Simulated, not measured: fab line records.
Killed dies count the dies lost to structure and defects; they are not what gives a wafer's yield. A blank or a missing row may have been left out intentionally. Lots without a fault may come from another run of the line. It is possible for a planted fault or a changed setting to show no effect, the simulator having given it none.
fab line records	flow n5_finfet
record: lots: 24	wafers: 72	last_day: 17
route steps=1938 shown HKMG_FIN@420 GATE_CUT@504 MOL_CONTACT_COAG@574
lots that met no fault: from a run of the same line without faults
start_h: the number of hours between the record's first day and the start of the first shown wafer of the lot	wait_h: hours elapsed since this lot's preceding step	" as in the row above	L1.1+2: several wafers, shown together as one row	- no value, or no start given	* or withheld: withheld	< > ~ a bound
route shown NAME@n: NAME is a module with steps in the file, n the number in the route of the first one	usual: average and standard deviation across the fault-free wafers	same: alike in all rows	chamber/n: place in a boat	sites: readings site by site	_std_site: standard deviation of those values	_edge_site: inner sites' mean taken away from outer sites' mean	radius_mm: for every site, how far away it sits from the centre of the wafer	mask NAME#n: copy n	behind: tool/chamber where the wafer was last shaped	hold: why the lot went on hold/how many hours it stayed there/how the hold came to an end	device: whichever transistor did not switch (one of n, p or np)	end of line: the same wafers' tests at the end of the route	where a step has no rows: the recipe by itself	killed: count of dies lost to structure and defects at first sort (not the wafer's yield)	map: a wafer's dies, x killed, . not, _ none there
set.NAME: setting as actually run; set.NAME@STEP: the setting as run at that earlier step	model.NAME: the simulator's own value behind a step, which no gauge read
one table for each step of the route and one row for each wafer, over a sample of lots
services: the hour from which a tool's chamber was out of use, counted from the record's first day as start_h (under 0 if before that day), plus the number of hours and why
== steps ==
step: N5_HKMG_FIN_THK_MEAS_70
recipe: thk_meas_gauge: xrf	reads: HfO2_of_HKMG_FIN_HK_ALD_01
usual: HK_THK: 1.613/0.018
lot.wafer	tool	chamber	start_h	wait_h	HK_THK[nm]
L074.1	film_metro-01	-	75.57	0.2	1.650
L074.3	"	-	"	"	1.608
L074.6	"	-	"	"	1.626
L075.1	film_metro-01	-	86.09	0.2	1.592
L075.3	"	-	"	"	1.625
L075.6	"	-	"	"	1.610
L076.1	film_metro-01	-	86.27	0.2	1.587
L076.4	"	-	"	"	1.577
L076.6	"	-	"	"	1.616
L077.2	film_metro-02	-	93.95	0.2	1.614
L077.3	"	-	"	"	1.615
L077.5	"	-	"	"	1.628
L078.1	film_metro-01	-	100.07	0.3	1.618
L078.2	"	-	"	"	1.603
L078.5	"	-	"	"	1.601
L079.2	film_metro-01	-	107.14	0.2	1.618
L079.4	"	-	"	"	1.606
L079.6	"	-	"	"	1.593
L080.1	film_metro-01	-	110.96	0.2	1.601
L080.4	"	-	"	"	1.617
L080.5	"	-	"	"	1.637
L081.3	film_metro-02	-	118.64	0.2	1.600
L081.5	"	-	"	"	1.630
L081.6	"	-	"	"	1.599
L082.1	film_metro-01	-	124.38	0.2	1.620
L082.2	"	-	"	"	1.595
L082.5	"	-	"	"	1.637
L083.2	film_metro-02	-	129.23	0.2	1.623
L083.3	"	-	"	"	1.600
L083.4	"	-	"	"	1.648
L084.1	film_metro-01	-	136.82	0.2	1.608
L084.2	"	-	"	"	1.627
L084.3	"	-	"	"	1.598
L085.1	film_metro-01	-	143.45	0.2	1.611
L085.2	"	-	"	"	1.609
L085.3	"	-	"	"	1.599
L086.1	film_metro-01	-	146.93	0.2	1.621
L086.2	"	-	"	"	1.619
L086.4	"	-	"	"	1.629
L087.1	film_metro-01	-	154.48	0.2	1.611
L087.5	"	-	"	"	1.615
L087.6	"	-	"	"	1.620
L088.2	film_metro-02	-	159.55	0.2	1.611
L088.3	"	-	"	"	1.625
L088.5	"	-	"	"	1.627
L089.2	film_metro-02	-	167.66	0.2	1.624
L089.5	"	-	"	"	1.619
L089.6	"	-	"	"	1.563
L090.1	film_metro-02	-	170.69	0.2	1.650
L090.3	"	-	"	"	1.591
L090.4	"	-	"	"	1.626
L091.1	film_metro-01	-	175.62	0.2	1.596
L091.2	"	-	"	"	1.611
L091.6	"	-	"	"	1.622
L092.1	film_metro-02	-	183.64	0.2	1.647
L092.2	"	-	"	"	1.586
L092.4	"	-	"	"	1.646
L093.2	film_metro-01	-	186.98	0.2	1.589
L093.5	"	-	"	"	1.587
L093.6	"	-	"	"	1.604
L094.3	film_metro-02	-	199.01	0.2	1.628
L094.4	"	-	"	"	1.665
L094.5	"	-	"	"	1.602
L095.1	film_metro-02	-	200.23	0.2	1.585
L095.2	"	-	"	"	1.580
L095.6	"	-	"	"	1.620
L096.1	film_metro-01	-	207.70	0.2	1.607
L096.2	"	-	"	"	1.619
L096.5	"	-	"	"	1.605
L097.1	film_metro-01	-	211.71	0.2	1.635
L097.2	"	-	"	"	1.635
L097.5	"	-	"	"	1.634
step: N5_HKMG_FIN_ETCH_86
recipe: chemistry: N2/H2	target: SOC	target_depth_a: 3932	stop_on: TiN	ion_energy_ev: 100	bias_w: 61	pressure_mtorr: 30	source_w: 850	n2_flow_sccm: 200	h2_flow_sccm: 200
usual: chamber_pressure_mTorr: 30.003/0.026	drypump_motor_current_A: 5.7/0.42	oes_product_au: 0.78/0.087	rf_vpp_V: 240.3/1.3	showerhead_plenum_p_Torr: 2.51/0.07	throttle_valve_pct: 17.79/0.21
lot.wafer	tool	chamber	start_h	wait_h	chamber_pressure_mTorr	drypump_motor_current_A	oes_product_au	rf_hours_counter_h	rf_vpp_V	showerhead_plenum_p_Torr	throttle_valve_pct
L074.1	rie_diel-05	1	77.96	-	29.996	5.2	0.75	150	241.9	2.54	17.83
L074.3	"	0	"	"	30.001	5.7	0.74	159	239.7	2.53	17.78
L074.6	"	1	"	"	29.969	5.2	0.75	-	239.4	2.54	17.85
L075.1	rie_diel-05	0	88.41	-	29.996	5.7	0.73	162	241.2	2.53	17.77
L075.3	"	3	"	"	30.041	5.2	0.67	236	240.0	2.50	18.18
L075.6	"	2	"	"	29.994	5.7	0.75	-	243.4	2.64	17.42
L076.1	rie_diel-03	3	88.77	-	29.999	5.6	0.96	5	240.5	2.50	17.62
L076.4	"	1	"	"	30.004	5.3	0.66	240	242.1	2.61	18.23
L076.6	"	0	"	"	30.037	6.1	0.83	-	240.7	2.46	17.62
L077.2	rie_diel-03	1	96.23	-	30.018	5.3	0.67	242	241.0	2.61	18.24
L077.3	"	3	"	"	29.999	5.6	0.95	7	239.4	2.50	17.62
L077.5	"	3	"	"	29.997	5.6	0.95	-	240.0	2.50	17.63
L078.1	rie_diel-05	2	102.65	-	30.029	5.7	0.76	162	242.6	2.64	17.42
L078.2	"	3	"	"	30.040	5.2	0.68	241	239.3	2.50	18.17
L078.5	"	3	"	"	30.006	5.2	0.67	-	241.1	2.50	18.17
L079.2	rie_diel-05	2	109.48	-	29.949	5.7	0.75	165	243.4	2.64	17.44
L079.4	"	1	"	"	30.009	5.2	0.74	162	241.8	2.54	17.86
L079.6	"	2	"	"	30.029	5.7	0.75	-	241.8	2.64	17.43
L080.1	rie_diel-05	3	113.36	-	30.012	5.2	0.67	245	240.9	2.50	18.20
L080.4	"	1	"	"	30.053	5.2	0.74	163	240.9	2.54	17.86
L080.5	"	2	"	"	30.017	5.7	0.75	-	241.9	2.63	17.43
L081.3	rie_diel-03	2	121.14	-	30.029	6.2	0.75	145	240.6	2.45	17.93
L081.5	"	0	"	"	30.008	6.1	0.82	-	239.1	2.46	17.65
L081.6	"	3	"	"	30.002	5.6	0.92	-	240.9	2.49	17.65
L082.1	rie_diel-06	0	126.54	-	30.000	5.0	0.71	213	241.0	2.62	18.01
L082.2	"	1	"	"	29.985	5.4	0.78	116	241.2	2.55	17.34
L082.5	"	2	"	"	29.946	5.6	0.68	-	240.1	2.41	17.84
L083.2	rie_diel-03	2	131.51	-	29.968	6.2	0.74	150	239.1	2.45	17.95
L083.3	"	3	"	"	30.027	5.6	0.91	21	240.8	2.49	17.65
L083.4	"	3	"	"	29.981	5.6	0.91	-	239.5	2.49	17.65
L084.1	rie_diel-03	2	139.10	-	30.011	6.2	0.74	154	238.2	2.45	17.93
L084.2	"	3	"	"	30.000	5.6	0.91	25	240.1	2.49	17.66
L084.3	"	0	"	"	29.969	6.1	0.81	87	238.7	2.45	17.65
L085.1	rie_diel-06	3	145.67	-	29.993	6.5	0.72	184	239.2	2.42	17.73
L085.2	"	1	"	"	30.013	5.4	0.77	123	240.0	2.54	17.39
L085.3	"	2	"	"	29.997	5.7	0.67	245	237.8	2.40	17.86
L086.1	rie_diel-05	0	149.42	-	30.013	5.7	0.72	184	241.7	2.52	17.83
L086.2	"	2	"	"	30.057	5.6	0.73	180	240.8	2.63	17.47
L086.4	"	1	"	"	30.015	5.2	0.73	176	239.8	2.53	17.89
L087.1	rie_diel-03	1	156.89	-	29.992	5.4	0.99	1	240.4	2.61	17.83
L087.5	"	1	"	"	29.979	5.3	0.99	-	241.3	2.61	17.84
L087.6	"	2	"	"	29.953	6.2	0.73	-	239.4	2.45	17.97
L088.2	rie_diel-06	0	162.06	-	30.055	5.0	0.70	228	241.6	2.61	18.03
L088.3	"	1	"	"	30.041	5.4	0.77	130	241.0	2.54	17.39
L088.5	"	3	"	"	29.998	6.4	0.71	-	238.6	2.41	17.70
L089.2	rie_diel-03	3	170.30	-	30.014	5.6	0.87	38	240.1	2.48	17.69
L089.5	"	1	"	"	29.970	5.3	0.96	-	241.5	2.61	17.83
L089.6	"	2	"	"	29.995	6.2	0.73	-	240.4	2.44	17.98
L090.1	rie_diel-05	3	173.15	-	30.013	5.2	0.91	12	240.3	2.49	17.83
L090.3	"	3	"	"	30.022	5.2	0.91	-	239.7	2.49	17.84
L090.4	"	1	"	"	30.028	5.2	0.72	-	239.2	2.53	17.90
L091.1	rie_diel-06	1	177.91	-	29.999	5.4	0.76	138	241.2	2.54	17.39
L091.2	"	0	"	"	30.000	5.0	0.70	236	241.0	2.61	18.01
L091.6	"	0	"	"	30.015	5.0	0.69	-	241.4	2.61	18.03
L092.1	rie_diel-05	0	185.93	-	30.027	5.7	0.70	195	241.2	2.52	17.81
L092.2	"	3	"	"	29.977	5.2	0.89	18	240.6	2.49	17.84
L092.4	"	1	"	"	29.994	5.2	0.72	191	239.9	2.53	17.90
L093.2	rie_diel-03	2	189.26	-	30.015	6.3	0.73	175	240.8	2.44	17.98
L093.5	"	3	"	"	29.981	5.6	0.87	-	241.0	2.48	17.70
L093.6	"	0	"	"	30.003	6.1	0.79	-	240.5	2.45	17.68
L094.3	rie_diel-03	1	201.29	-	30.006	5.3	0.93	16	241.4	2.60	17.84
L094.4	"	3	"	"	29.991	5.6	0.86	50	239.9	2.48	17.71
L094.5	"	0	"	"	30.059	6.1	0.79	-	241.1	2.44	17.70
L095.1	rie_diel-06	0	202.70	-	30.056	5.1	0.69	245	241.4	2.60	18.04
L095.2	"	1	"	"	29.971	5.4	0.75	147	240.1	2.53	17.41
L095.6	"	0	"	"	30.020	5.0	0.69	-	242.3	2.61	18.05
L096.1	rie_diel-03	1	209.98	-	29.998	5.3	0.91	20	242.3	2.60	17.87
L096.2	"	2	"	"	29.988	6.2	0.72	182	239.7	2.44	17.98
L096.5	"	2	"	"	29.988	6.2	0.72	-	239.6	2.44	18.00
L097.1	rie_diel-03	0	214.06	-	29.988	6.1	0.78	116	240.7	2.44	17.71
L097.2	"	2	"	"	30.003	6.2	0.72	184	238.9	2.44	18.02
L097.5	"	1	"	"	29.964	5.3	0.92	-	240.8	2.60	17.88
step: N5_HKMG_FIN_ETCHBACK_68
recipe: chemistry: Cl2/Ar	stop_on: HfO2	target_depth_a: 5	pressure_mtorr: 10	icp_w: 600	bias_w: 60	Cl2_flow_sccm: 40	Ar_flow_sccm: 60
usual: chamber_pressure_mTorr: 10.000/0.01	drypump_motor_current_A: 5.7/0.35	mfc_ar_sccm: 60.00/0.2	mfc_cl2_sccm: 39.99/0.12	oes_ar_750_au: 0.83/0.13	oes_product_au: 0.81/0.13	throttle_valve_pct: 20.78/0.17
lot.wafer	tool	chamber	start_h	wait_h	chamber_pressure_mTorr	drypump_motor_current_A	mfc_ar_sccm	mfc_cl2_sccm	oes_ar_750_au	oes_product_au	rf_hours_counter_h	throttle_valve_pct
L074.1	rie_metal-01	0	79.26	0.0	10.000	5.1	59.84	39.98	0.96	0.92	4	20.59
L074.3	"	1	"	"	10.008	5.5	59.87	40.11	0.56	0.55	-	21.10
L074.6	"	1	"	"	10.018	5.5	60.08	40.04	0.56	0.55	-	21.10
L075.1	rie_metal-01	1	89.70	0.0	9.987	5.5	59.85	40.02	0.57	0.48	151	21.23
L075.3	"	0	"	"	10.002	5.1	59.98	39.98	0.95	0.92	-	20.59
L075.6	"	1	"	"	9.996	5.5	59.75	40.01	0.57	0.55	-	21.10
L076.1	rie_metal-03	0	90.06	0.0	10.001	5.7	60.04	39.90	0.82	0.84	23	20.68
L076.4	"	0	"	"	10.022	5.7	60.33	39.99	0.82	0.83	-	20.69
L076.6	"	0	"	"	10.010	5.7	60.34	39.87	0.82	0.84	-	20.68
L077.2	rie_metal-03	1	98.04	0.0	10.021	5.7	60.04	39.91	0.98	0.98	0	20.61
L077.3	"	1	"	"	9.997	5.8	60.05	39.81	0.98	0.83	-	20.76
L077.5	"	1	"	"	10.011	5.8	60.22	39.91	0.99	0.99	-	20.60
L078.1	rie_metal-03	0	104.05	0.0	10.004	5.7	59.87	40.03	0.82	0.83	25	20.69
L078.2	"	1	"	"	9.998	5.7	59.85	40.02	0.97	0.97	1	20.60
L078.5	"	0	"	"	10.006	5.7	60.07	39.95	0.82	0.83	-	20.69
L079.2	rie_metal-03	0	110.77	0.0	9.998	5.7	59.82	40.05	0.82	0.70	25	20.84
L079.4	"	1	"	"	10.001	5.7	59.89	39.85	0.96	0.95	-	20.62
L079.6	"	0	"	"	10.007	5.7	59.90	40.19	0.82	0.82	-	20.67
L080.1	rie_metal-03	1	114.65	0.0	10.004	5.7	59.75	40.03	0.95	0.94	2	20.61
L080.4	"	1	"	"	9.994	5.7	59.87	40.35	0.95	0.82	-	20.76
L080.5	"	1	"	"	9.989	5.7	59.98	40.27	0.95	0.94	-	20.61
L081.3	rie_metal-02	0	122.51	0.1	10.007	6.3	59.84	39.86	0.67	0.65	-	20.91
L081.5	"	0	"	"	10.008	6.3	59.56	39.86	0.66	0.65	-	20.92
L081.6	"	0	"	"	9.990	6.3	59.73	40.02	0.67	0.65	-	20.92
L082.1	rie_metal-03	0	127.83	0.0	10.009	5.6	60.21	39.86	0.81	0.83	27	20.68
L082.2	"	1	"	"	10.016	5.7	59.73	39.76	0.94	0.93	3	20.61
L082.5	"	1	"	"	10.003	5.7	59.99	39.81	0.94	0.93	-	20.61
L083.2	rie_metal-03	1	132.85	0.0	9.984	5.7	60.01	39.89	0.94	0.93	4	20.62
L083.3	"	1	"	"	9.986	5.7	60.02	40.06	0.94	0.92	-	20.62
L083.4	"	0	"	"	10.008	5.7	59.85	40.16	0.81	0.82	-	20.68
L084.1	rie_metal-03	0	140.40	0.0	9.984	5.7	60.21	40.09	0.81	0.81	28	20.70
L084.2	"	1	"	"	9.997	5.7	59.88	40.18	0.93	0.92	4	20.63
L084.3	"	1	"	"	9.989	5.7	59.97	40.03	0.92	0.92	-	20.63
L085.1	rie_metal-03	1	146.97	0.0	10.006	5.7	60.33	39.85	0.93	0.91	5	20.64
L085.2	"	0	"	"	9.991	5.6	60.02	40.16	0.80	0.81	29	20.70
L085.3	"	0	"	"	10.001	5.6	59.87	40.15	0.81	0.81	-	20.68
L086.1	rie_metal-02	1	150.75	0.0	9.980	5.3	60.25	39.97	1.01	1.00	1	21.02
L086.2	"	0	"	"	10.012	6.2	59.34	39.94	0.66	0.65	111	20.93
L086.4	"	1	"	"	10.008	5.3	59.94	40.02	1.00	1.00	-	21.04
L087.1	rie_metal-03	1	158.30	0.0	10.005	5.7	60.09	39.85	0.92	0.90	6	20.63
L087.5	"	1	"	"	9.995	5.7	60.20	39.98	0.91	0.90	-	20.63
L087.6	"	0	"	"	10.002	5.7	59.80	39.83	0.80	0.81	-	20.70
L088.2	rie_metal-02	0	163.37	0.0	10.003	6.2	59.85	40.15	0.66	0.64	112	20.93
L088.3	"	1	"	"	10.013	5.3	60.24	40.13	1.00	0.97	-	21.02
L088.5	"	1	"	"	9.994	5.3	59.95	39.97	1.00	0.98	-	21.02
L089.2	rie_metal-01	1	171.92	0.0	10.012	5.5	60.30	39.99	0.93	0.91	4	20.72
L089.5	"	1	"	"	10.001	5.5	60.49	39.85	0.93	0.92	-	20.72
L089.6	"	0	"	"	10.001	5.2	59.99	39.87	0.90	0.86	-	20.61
L090.1	rie_metal-01	1	174.51	0.0	10.014	5.5	59.76	39.84	0.92	0.92	4	20.71
L090.3	"	1	"	"	9.988	5.5	59.88	40.21	0.92	0.91	-	20.74
L090.4	"	0	"	"	9.998	5.2	59.75	40.04	0.90	0.86	-	20.62
L091.1	rie_metal-02	0	179.20	0.0	10.014	6.2	59.73	40.13	0.65	0.64	114	20.92
L091.2	"	1	"	"	10.002	5.3	60.33	39.92	0.97	0.96	4	21.03
L091.6	"	0	"	"	10.017	6.2	59.59	40.09	0.65	0.64	-	20.95
L092.1	rie_metal-01	0	187.34	0.0	9.997	5.1	59.97	39.81	0.88	0.85	17	20.62
L092.2	"	1	"	"	10.007	5.5	59.81	39.90	0.91	0.89	6	20.73
L092.4	"	0	"	"	9.998	5.2	60.09	39.90	0.89	0.85	-	20.61
L093.2	rie_metal-02	1	190.64	0.0	9.994	5.3	60.11	39.88	0.96	0.95	5	21.05
L093.5	"	0	"	"	9.994	6.3	60.41	39.82	0.65	0.64	-	20.94
L093.6	"	1	"	"	10.002	5.3	59.93	39.83	0.97	0.94	-	21.03
L094.3	rie_metal-03	1	202.85	0.1	9.996	5.7	59.73	39.99	0.89	0.89	-	20.63
L094.4	"	0	"	"	9.995	5.7	60.09	40.06	0.78	0.80	-	20.70
L094.5	"	0	"	"	9.993	5.7	60.21	40.02	0.79	0.80	-	20.71
L095.1	rie_metal-02	1	203.99	0.0	10.023	5.3	60.18	39.93	0.95	0.94	6	21.05
L095.2	"	0	"	"	9.993	6.2	59.99	39.93	0.65	0.63	116	20.96
L095.6	"	1	"	"	9.992	5.3	60.15	39.92	0.95	0.94	-	21.04
L096.1	rie_metal-02	0	211.31	0.0	10.014	6.2	60.18	39.86	0.64	0.64	117	20.94
L096.2	"	0	"	"	10.001	6.2	60.17	39.99	0.64	0.63	-	20.96
L096.5	"	0	"	"	10.015	6.2	59.89	39.89	0.64	0.64	-	20.94
L097.1	rie_metal-02	0	215.35	0.0	9.989	6.3	59.99	40.01	0.65	0.64	117	20.94
L097.2	"	0	"	"	10.016	6.2	60.17	39.91	0.65	0.63	-	20.95
L097.5	"	0	"	"	9.996	6.3	59.86	39.90	0.65	0.63	-	20.94
step: N5_GATE_CUT_VAPOR_ETCH_48
recipe: chemistry: BCl3/Cl2	target: TiN	mode: isotropic
usual: drypump_motor_current_A: 5.6/0.37	oes_product_au: 0.83/0.12
lot.wafer	tool	chamber	start_h	wait_h	drypump_motor_current_A	oes_product_au
L074.1	rie_metal-01	1	85.70	0.0	5.5	0.56
L074.3	"	0	"	"	5.1	0.92
L074.6	"	1	"	"	5.5	0.56
L075.1	rie_metal-03	0	97.57	0.0	5.7	0.85
L075.3	"	0	"	"	5.7	0.85
L075.6	"	0	"	"	5.7	0.84
L076.1	rie_metal-02	1	97.62	0.0	5.3	0.57
L076.4	"	0	"	"	6.2	0.66
L076.6	"	0	"	"	6.3	0.66
L077.2	rie_metal-01	0	104.47	0.1	5.2	0.90
L077.3	"	0	"	"	5.2	0.89
L077.5	"	0	"	"	5.1	0.89
L078.1	rie_metal-02	1	110.38	0.0	5.3	0.56
L078.2	"	0	"	"	6.2	0.66
L078.5	"	0	"	"	6.3	0.65
L079.2	rie_metal-02	0	117.69	0.1	6.2	0.66
L079.4	"	0	"	"	6.3	0.66
L079.6	"	0	"	"	6.3	0.65
L080.1	rie_metal-03	0	121.82	0.0	5.7	0.84
L080.4	"	0	"	"	5.7	0.84
L080.5	"	0	"	"	5.7	0.84
L081.3	rie_metal-02	0	129.04	0.1	6.3	0.65
L081.5	"	0	"	"	6.2	0.65
L081.6	"	0	"	"	6.2	0.65
L082.1	rie_metal-01	0	134.00	0.0	5.1	0.86
L082.2	"	1	"	"	5.5	0.97
L082.5	"	0	"	"	5.2	0.87
L083.2	rie_metal-01	0	138.91	0.0	5.2	0.87
L083.3	"	0	"	"	5.2	0.87
L083.4	"	1	"	"	5.5	0.96
L084.1	rie_metal-02	1	146.98	0.0	5.3	1.03
L084.2	"	0	"	"	6.2	0.65
L084.3	"	1	"	"	5.3	1.02
L085.1	rie_metal-03	0	153.45	0.0	5.7	0.83
L085.2	"	1	"	"	5.7	0.93
L085.3	"	0	"	"	5.7	0.82
L086.1	rie_metal-01	1	157.48	0.0	5.5	0.94
L086.2	"	0	"	"	5.1	0.86
L086.4	"	0	"	"	5.1	0.86
L087.1	rie_metal-03	1	164.61	0.0	5.7	0.91
L087.5	"	0	"	"	5.7	0.81
L087.6	"	1	"	"	5.7	0.92
L088.2	rie_metal-01	0	170.09	0.0	5.1	0.86
L088.3	"	0	"	"	5.1	0.86
L088.5	"	0	"	"	5.1	0.86
L089.2	rie_metal-01	0	178.18	0.0	5.1	0.85
L089.5	"	0	"	"	5.1	0.84
L089.6	"	1	"	"	5.5	0.92
L090.1	rie_metal-03	0	180.78	0.0	5.7	0.82
L090.3	"	0	"	"	5.7	0.82
L090.4	"	1	"	"	5.8	0.90
L091.1	rie_metal-01	0	186.48	0.0	5.1	0.84
L091.2	"	1	"	"	5.5	0.90
L091.6	"	0	"	"	5.1	0.83
L092.1	rie_metal-02	1	193.70	0.0	5.3	0.96
L092.2	"	0	"	"	6.2	0.64
L092.4	"	0	"	"	6.2	0.64
L093.2	rie_metal-02	1	196.91	0.0	5.3	0.95
L093.5	"	0	"	"	6.2	0.64
L093.6	"	1	"	"	5.3	0.94
L094.3	rie_metal-01	0	209.22	0.0	5.1	0.83
L094.4	"	1	"	"	5.5	0.90
L094.5	"	1	"	"	5.5	0.90
L095.1	rie_metal-03	1	210.26	0.0	5.7	0.89
L095.2	"	0	"	"	5.6	0.81
L095.6	"	0	"	"	5.7	0.81
L096.1	rie_metal-03	1	218.64	0.0	5.7	0.89
L096.2	"	0	"	"	5.7	0.80
L096.5	"	0	"	"	5.7	0.80
L097.1	rie_metal-03	0	221.67	0.0	5.7	0.80
L097.2	"	1	"	"	5.7	0.89
L097.5	"	1	"	"	5.7	0.89
step: N5_GATE_CUT_CMP_61
recipe: stop_on: SiNx	t_overpolish_s: 3	post_cmp_clean: alkaline_brush	down_force_psi: 4	platen_rpm: 27.09	pad_velocity_m_s: 0.539
usual: motor_current_A: 12.1/1.3
lot.wafer	tool	chamber	start_h	wait_h	motor_current_A
L074.1	cmp-04	3	88.30	0.4	13.9
L074.3	"	2	"	"	11.1
L074.6	"	0	"	"	12.2
L075.1	cmp-01	3	100.53	0.3	14.0
L075.3	"	0	"	"	12.2
L075.6	"	2	"	"	10.8
L076.1	cmp-04	1	100.62	0.3	12.4
L076.4	"	2	"	"	10.9
L076.6	"	3	"	"	14.9
L077.2	cmp-01	0	107.43	0.3	12.3
L077.3	"	1	"	"	11.1
L077.5	"	2	"	"	11.7
L078.2	cmp-01	3	113.23	0.3	14.9
L078.1	"	0	"	"	12.1
L078.5	"	1	"	"	11.4
L079.2	cmp-01	1	120.65	0.4	10.6
L079.4	"	0	"	"	12.2
L079.6	"	1	"	"	11.2
L080.4	cmp-04	0	124.69	0.4	12.5
L080.1	"	2	"	"	10.9
L080.5	"	1	"	"	11.9
L081.3	cmp-04	1	131.71	0.3	12.1
L081.6	"	0	"	"	11.8
L081.5	"	1	"	"	11.9
L082.2	cmp-04	0	136.59	0.3	12.2
L082.1	"	1	"	"	11.6
L082.5	"	3	"	"	15.0
L083.4	cmp-01	3	141.47	0.4	14.4
L083.3	"	0	"	"	12.1
L083.2	"	1	"	"	11.6
L084.1	cmp-01	1	149.67	0.4	10.7
L084.2	"	3	"	"	15.4
L084.3	"	0	"	"	11.6
L085.3	cmp-04	0	156.62	0.3	12.4
L085.1	"	1	"	"	12.0
L085.2	"	2	"	"	11.2
L086.2	cmp-03	3	160.11	0.3	11.0
L086.1	"	0	"	"	11.0
L086.4	"	1	"	"	10.7
L087.1	cmp-01	2	167.28	0.2	10.8
L087.6	"	3	"	"	15.4
L087.5	"	0	"	"	12.6
L088.3	cmp-01	3	172.71	0.3	14.6
L088.2	"	0	"	"	12.0
L088.5	"	2	"	"	11.3
L089.2	cmp-01	1	180.74	0.4	11.9
L089.5	"	1	"	"	11.2
L089.6	"	2	"	"	11.1
L090.3	cmp-04	0	183.34	0.4	11.3
L090.4	"	1	"	"	11.4
L090.1	"	3	"	"	14.0
L091.1	cmp-03	2	189.12	0.3	11.1
L091.2	"	0	"	"	11.0
L091.6	"	1	"	"	10.6
L092.1	cmp-03	0	196.63	0.3	11.2
L092.2	"	1	"	"	10.4
L092.4	"	2	"	"	11.0
L093.2	cmp-03	3	199.47	0.4	11.9
L093.5	"	3	"	"	11.3
L093.6	"	0	"	"	10.6
L094.4	cmp-01	3	211.82	0.4	14.1
L094.3	"	2	"	"	11.0
L094.5	"	0	"	"	12.0
L095.1	cmp-04	3	212.86	0.4	14.1
L095.2	"	1	"	"	12.1
L095.6	"	0	"	"	12.2
L096.1	cmp-01	1	221.23	0.3	11.6
L096.2	"	3	"	"	14.4
L096.5	"	0	"	"	11.8
L097.2	cmp-03	2	225.20	0.4	11.0
L097.1	"	0	"	"	11.1
L097.5	"	3	"	"	11.5
step: N5_MOL_CONTACT_COAG_OVL_MEAS_85
recipe: points_per_wafer: 522
usual: VG_OVL: 0.3/0.72
same: points_per_wafer: 522
lot.wafer	tool	chamber	start_h	wait_h	VG_OVL[nm]
L074.1	overlay-02	0	100.98	0.0	0.3
L074.3	"	0	"	"	1.0
L074.6	"	0	"	"	0.2
L075.1	overlay-02	0	109.79	0.0	0.7
L075.3	"	0	"	"	0.4
L075.6	"	0	"	"	-0.6
L076.1	overlay-01	0	111.26	0.0	1.4
L076.4	"	0	"	"	1.8
L076.6	"	0	"	"	1.0
L077.2	overlay-01	0	116.79	0.0	1.0
L077.3	"	0	"	"	1.4
L077.5	"	0	"	"	0.5
L078.1	overlay-01	0	122.69	0.0	0.3
L078.2	"	0	"	"	-0.4
L078.5	"	0	"	"	-0.8
L079.2	overlay-02	0	130.54	0.0	0.6
L079.4	"	0	"	"	0.6
L079.6	"	0	"	"	1.2
L080.1	overlay-01	0	136.57	0.0	0.1
L080.4	"	0	"	"	-0.2
L080.5	"	0	"	"	0.0
L081.3	overlay-01	0	143.60	0.0	0.6
L081.5	"	0	"	"	-0.6
L081.6	"	0	"	"	0.4
L082.1	overlay-01	0	146.58	0.0	-0.7
L082.2	"	0	"	"	-1.0
L082.5	"	0	"	"	-1.4
L083.2	overlay-01	0	152.46	0.0	0.7
L083.3	"	0	"	"	-0.7
L083.4	"	0	"	"	1.2
L084.1	overlay-01	0	159.24	0.0	-0.1
L084.2	"	0	"	"	-0.3
L084.3	"	0	"	"	0.2
L085.1	overlay-02	0	167.23	0.0	0.7
L085.2	"	0	"	"	0.6
L085.3	"	0	"	"	0.1
L086.1	overlay-02	0	170.47	0.0	-0.7
L086.2	"	0	"	"	0.0
L086.4	"	0	"	"	0.4
L087.1	overlay-01	0	180.32	0.0	0.3
L087.5	"	0	"	"	-0.3
L087.6	"	0	"	"	0.4
L088.2	overlay-02	0	184.91	0.0	0.7
L088.3	"	0	"	"	0.5
L088.5	"	0	"	"	0.5
L089.2	overlay-01	0	190.06	0.0	0.6
L089.5	"	0	"	"	0.4
L089.6	"	0	"	"	0.0
L090.1	overlay-01	0	192.99	0.0	-0.9
L090.3	"	0	"	"	-0.2
L090.4	"	0	"	"	1.2
L091.1	overlay-01	0	199.24	0.0	1.0
L091.2	"	0	"	"	0.5
L091.6	"	0	"	"	1.5
L092.1	overlay-02	0	209.61	0.1	-0.2
L092.2	"	0	"	"	-0.1
L092.4	"	0	"	"	0.8
L093.2	overlay-01	0	210.50	0.0	-1.7
L093.5	"	0	"	"	-0.9
L093.6	"	0	"	"	-0.7
L094.3	overlay-01	0	222.80	0.0	1.3
L094.4	"	0	"	"	1.3
L094.5	"	0	"	"	0.7
L095.1	overlay-01	0	225.22	0.0	1.5
L095.2	"	0	"	"	1.5
L095.6	"	0	"	"	0.6
L096.1	overlay-02	0	232.04	0.0	-0.4
L096.2	"	0	"	"	-0.5
L096.5	"	0	"	"	0.6
L097.1	overlay-01	0	235.29	0.0	0.8
L097.2	"	0	"	"	0.3
L097.5	"	0	"	"	1.1
== services ==
tool	chamber	start_h	hours	kind
rie_metal-03	1	57.49	5.6	repair
cmp-03	-	62.08	2.5	repair
cmp-03	-	66.63	4.0	repair
cmp-03	-	88.78	63.6	repair
cmp-01	-	90.69	0.4	repair
rie_metal-01	-	99.38	1.0	repair
cmp-04	-	103.78	12.7	repair
rie_metal-02	-	111.94	2.8	pm
rie_metal-02	1	136.39	1.8	repair
rie_metal-03	1	145.12	1.7	repair
cmp-04	-	146.70	6.9	pm
rie_metal-01	-	148.56	1.0	repair
cmp-01	-	153.65	4.2	pm
cmp-01	-	157.95	2.1	repair
rie_diel-05	2	169.34	16.3	repair
rie_diel-05	0	170.33	5.8	repair
cmp-01	-	189.59	0.3	repair
cmp-01	-	193.67	4.0	pm
rie_metal-02	1	206.40	14.0	repair
cmp-04	-	206.70	4.0	pm
cmp-04	-	217.95	6.5	repair
cmp-01	-	218.47	1.5	repair
rie_metal-02	0	219.95	4.2	repair
rie_diel-03	0	223.19	7.0	repair
== key ==
fault none
